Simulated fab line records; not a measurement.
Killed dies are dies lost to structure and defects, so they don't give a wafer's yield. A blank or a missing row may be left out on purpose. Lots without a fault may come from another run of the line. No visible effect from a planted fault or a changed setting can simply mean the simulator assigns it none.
Split-lot experiment / flow n5 finfet / 21 wafers read across 7 lots, on a route 1938 steps long

THE SPLIT
At N5_BEOL_M1_ETCH_64 (etches SOC in N2/H2, target depth 75 nm, overetch 15 nm, time 112.5 s), the setting source w was moved away from the recipe's 840 W on 9 of the 21 wafers read, by -14.5% to +16.7%. For the rest of the wafers, this setting stayed at what the recipe calls for.

Reading taken at the split's own step.

THE READING
rf vpp V, in V, at N5_BEOL_M1_ETCH_64 (etches SOC in N2/H2, target depth 75 nm, overetch 15 nm, time 112.5 s). A value of 524.0 V with a standard deviation of 2.7 V is what fault-free wafers of this fab line usually give.

wafer=L074.2; tool, chamber at the split=rie diel-03, 0; source w as run, W=840; against the recipe=recipe; rf vpp V, V=523.7; against lot-mates on the recipe=-
wafer=L074.4; tool, chamber at the split=rie diel-03, 1; source w as run, W=718.9; against the recipe=-14.4%; rf vpp V, V=552.1; against lot-mates on the recipe=+28.4
wafer=L074.6; tool, chamber at the split=rie diel-03, 3; source w as run, W=718.9; against the recipe=-14.4%; rf vpp V, V=551.8; against lot-mates on the recipe=+28.1
wafer=L084.3; tool, chamber at the split=rie diel-06, 0; source w as run, W=718.1; against the recipe=-14.5%; rf vpp V, V=553.7; against lot-mates on the recipe=no lot-mate on the recipe
wafer=L084.4; tool, chamber at the split=rie diel-06, 1; source w as run, W=718.1; against the recipe=-14.5%; rf vpp V, V=553.7; against lot-mates on the recipe=no lot-mate on the recipe
wafer=L084.5; tool, chamber at the split=rie diel-06, 2; source w as run, W=718.1; against the recipe=-14.5%; rf vpp V, V=548.9; against lot-mates on the recipe=no lot-mate on the recipe
wafer=L085.1; tool, chamber at the split=rie diel-03, 1; source w as run, W=888.7; against the recipe=+5.8%; rf vpp V, V=513.6; against lot-mates on the recipe=-12.7
wafer=L085.3; tool, chamber at the split=rie diel-03, 2; source w as run, W=840; against the recipe=recipe; rf vpp V, V=526.3; against lot-mates on the recipe=-
wafer=L085.4; tool, chamber at the split=rie diel-03, 3; source w as run, W=888.7; against the recipe=+5.8%; rf vpp V, V=514.0; against lot-mates on the recipe=-12.3
wafer=L086.2; tool, chamber at the split=rie diel-03, 2; source w as run, W=840; against the recipe=recipe; rf vpp V, V=526.7; against lot-mates on the recipe=-
wafer=L086.5; tool, chamber at the split=rie diel-03, 1; source w as run, W=840; against the recipe=recipe; rf vpp V, V=521.9; against lot-mates on the recipe=-
wafer=L086.6; tool, chamber at the split=rie diel-03, 2; source w as run, W=980.5; against the recipe=+16.7%; rf vpp V, V=497.9; against lot-mates on the recipe=-26.4
wafer=L089.2; tool, chamber at the split=rie diel-05, 2; source w as run, W=840; against the recipe=recipe; rf vpp V, V=523.6; against lot-mates on the recipe=-
wafer=L089.5; tool, chamber at the split=rie diel-05, 0; source w as run, W=840; against the recipe=recipe; rf vpp V, V=527.7; against lot-mates on the recipe=-
wafer=L089.6; tool, chamber at the split=rie diel-05, 1; source w as run, W=840; against the recipe=recipe; rf vpp V, V=521.1; against lot-mates on the recipe=-
wafer=L090.1; tool, chamber at the split=rie diel-06, 0; source w as run, W=840; against the recipe=recipe; rf vpp V, V=525.3; against lot-mates on the recipe=-
wafer=L090.2; tool, chamber at the split=rie diel-06, 1; source w as run, W=840; against the recipe=recipe; rf vpp V, V=527.8; against lot-mates on the recipe=-
wafer=L090.6; tool, chamber at the split=rie diel-06, 0; source w as run, W=784.3; against the recipe=-6.6%; rf vpp V, V=537.4; against lot-mates on the recipe=+10.9
wafer=L093.1; tool, chamber at the split=rie diel-05, 2; source w as run, W=840; against the recipe=recipe; rf vpp V, V=522.7; against lot-mates on the recipe=-
wafer=L093.2; tool, chamber at the split=rie diel-05, 3; source w as run, W=840; against the recipe=recipe; rf vpp V, V=529.8; against lot-mates on the recipe=-
wafer=L093.5; tool, chamber at the split=rie diel-05, 3; source w as run, W=840; against the recipe=recipe; rf vpp V, V=528.1; against lot-mates on the recipe=-

THE FIT
A straight line over all 21 wafers: rf vpp V changes by -1.8 V for each +1% of source w; r = -0.99; the points scatter about the line by 2.4 V.
The same after taking each lot's own level away (the mean of its wafers on the recipe; 18 wafers): -1.82 V for each +1%; r = -0.98; scatter 2.5 V.
That fit puts the effect of the largest move of source w on the reading at 31 V.
Measured against the standard deviation above, the lots' own levels, which go from 523.70 to 526.87 V, span 1.2 times it.
So the lot-to-lot level changes the slope little: the two slopes agree.
Check: -33.2 V against its lot-mates is what the line predicts for one of the wafers moved furthest among these (+16.7%) when that wafer is left out of the fit. It came out at -26.4 V against them.
Tool readings at the split's step, against how far the setting was moved: rf vpp V r = -0.99.

THE OTHER SPLITS THESE WAFERS WENT THROUGH
Before the reading, these wafers also passed through other splits. Each is held against what the fit with the lots' levels taken away leaves over:
other split on the same wafers=N5_HKMG_FIN_ETCH_32 source w; wafers away from the commonest value=7; r with rf vpp V (lot level and that fit taken away)=+0.05
other split on the same wafers=N5_GATE_CUT_COAT_27 spin rpm; wafers away from the commonest value=5; r with rf vpp V (lot level and that fit taken away)=-0.26
other split on the same wafers=N5_MOL_CONTACT_COAG_ETCHBACK_135 time s; wafers away from the commonest value=7; r with rf vpp V (lot level and that fit taken away)=+0.20
other split on the same wafers=N5_MOL_CONTACT_COAG_VIA_ETCH_46 bias w; wafers away from the commonest value=3; r with rf vpp V (lot level and that fit taken away)=-0.06
other split on the same wafers=N5_BEOL_M0_SAQP_SPACER1_ALD_98 ald cycles; wafers away from the commonest value=6; r with rf vpp V (lot level and that fit taken away)=+0.19
other split on the same wafers=N5_BEOL_M0_SAQP_COAT_105 spin rpm; wafers away from the commonest value=7; r with rf vpp V (lot level and that fit taken away)=+0.29
other split on the same wafers=N5_BEOL_M0_ETCH_128 source w; wafers away from the commonest value=8; r with rf vpp V (lot level and that fit taken away)=+0.01
other split on the same wafers=N5_BEOL_M1_EXPOSE_08 dose mj; wafers away from the commonest value=7; r with rf vpp V (lot level and that fit taken away)=+0.09

FILE'S OWN FIT
rf vpp V changes by -1.76 V for each +1% of source w, r = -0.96.
